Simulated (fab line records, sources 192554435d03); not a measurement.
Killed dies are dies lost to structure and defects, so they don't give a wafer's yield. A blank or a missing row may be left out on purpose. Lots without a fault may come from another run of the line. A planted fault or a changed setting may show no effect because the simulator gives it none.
One fault seen from 3 desks | flow n5_finfet | each desk has only its own numbers; what lay behind them comes last

THE DEFECT DESK
What the inspections along the route counted, lot by lot: means of the sampled wafers that have a number. A lot is out of limits, marked OUT, if its mean lies more than 4 standard deviations from the usual mean; the brackets give that distance.
Columns: A = raw_defect_count at N5_BEOL_M9_INSPECT_13, usual 416
lot  | first seen here | A
L378 | day 10 06:40    | 551
L380 | day 10 08:31    | 381
L384 | day 11 03:53    | 465
L383 | day 11 05:48    | 433
L385 | day 11 11:29    | 476
L390 | day 12 12:03    | 470
L392 | day 13 14:37    | 438
L396 | day 13 23:47    | 461
L395 | day 14 08:38    | 482
L398 | day 15 02:20    | 449
L401 | day 15 23:58    | 475
This desk's finding: nothing out of limits on any of the 11 lots.

THE TOOL OWNER'S DESK: rie_diel-01
The tool's own readings at N5_BEOL_M9_ETCH_76 (etches underlayer in N2/H2, target depth 6.5 nm, time 5.2 s): means of the sampled wafers that have a number, for each lot that ran on this tool. A lot is out of limits, marked OUT, if its mean lies more than 4 standard deviations from the usual mean; the brackets give that distance.
Columns: A = drypump_motor_current_A at N5_BEOL_M9_ETCH_76, usual 5.9 A; B = etch_rf_on_time_s at N5_BEOL_M9_ETCH_76, usual 5.14 s; C = oes_product_au at N5_BEOL_M9_ETCH_76, usual 0.66 a.u.; D = rf_vpp_V at N5_BEOL_M9_ETCH_76, usual 524 V; E = showerhead_plenum_p_Torr at N5_BEOL_M9_ETCH_76, usual 2.53 Torr; F = throttle_valve_pct at N5_BEOL_M9_ETCH_76, usual 17.9 %
lot  | first seen here | A   | B               | C    | D   | E    | F
L378 | day 10 07:56    | 5.7 | 5.10            | 0.66 | 523 | 2.50 | 18.0
L380 | day 10 10:26    | 6.1 | 5.41            | 0.59 | 523 | 2.47 | 18.1
L384 | day 11 07:20    | 5.6 | 5.16            | 0.66 | 524 | 2.53 | 18.0
L385 | day 11 15:02    | 5.8 | 5.22            | 0.65 | 523 | 2.46 | 18.0
L390 | day 12 14:29    | 6.1 | 6.08 (+6.3) OUT | 0.55 | 522 | 2.49 | 18.1
L392 | day 13 17:04    | 5.6 | 5.73            | 0.56 | 526 | 2.61 | 18.1
This desk's finding: out of limits on L390; first on L390, day 12 14:29 (etch_rf_on_time_s at N5_BEOL_M9_ETCH_76). In limits: L378, L380, L384, L385, L392.

THE METROLOGY DESK
What the gauges read, lot by lot, whatever tool the lot ran on: means of the sampled wafers that have a number. A lot is out of limits, marked OUT, if its mean lies more than 4 standard deviations from the usual mean; the brackets give that distance.
Columns: A = M9_OVL at N5_BEOL_M9_OVL_MEAS_12, usual 0.3 nm
lot  | first seen here | A
L378 | day 10 06:39    | 0.2
L380 | day 10 08:29    | 0.2
L384 | day 11 03:52    | 0.5
L383 | day 11 05:46    | 0.4
L385 | day 11 11:27    | -0.7
L390 | day 12 12:02    | 0.3
L392 | day 13 14:35    | -0.2
L396 | day 13 23:46    | -0.4
L395 | day 14 08:37    | 0.7
L398 | day 15 02:19    | 1.0
L401 | day 15 23:56    | -0.3
This desk's finding: nothing out of limits on any of the 11 lots.

PUT TOGETHER
The tool owner's desk could have raised an alarm at day 12 14:29, on L390.
The defect desk saw nothing out of limits.
The metrology desk saw nothing out of limits.
The defect desk has L390 on record, within its limits.
The metrology desk has L390 on record, within its limits.
Of the lots named, all ran N5_BEOL_M9_ETCH_76 on rie_diel-01.

WHAT THE SIMULATOR HAD PUT IN
Process parameter drift: rie_diel-01, from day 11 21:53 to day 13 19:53, at N5_BEOL_M9_ETCH_76. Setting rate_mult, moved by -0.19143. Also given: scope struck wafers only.
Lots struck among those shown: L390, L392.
Hours from the fault's start to each desk's first reading out of limits: the tool owner's desk, 17.
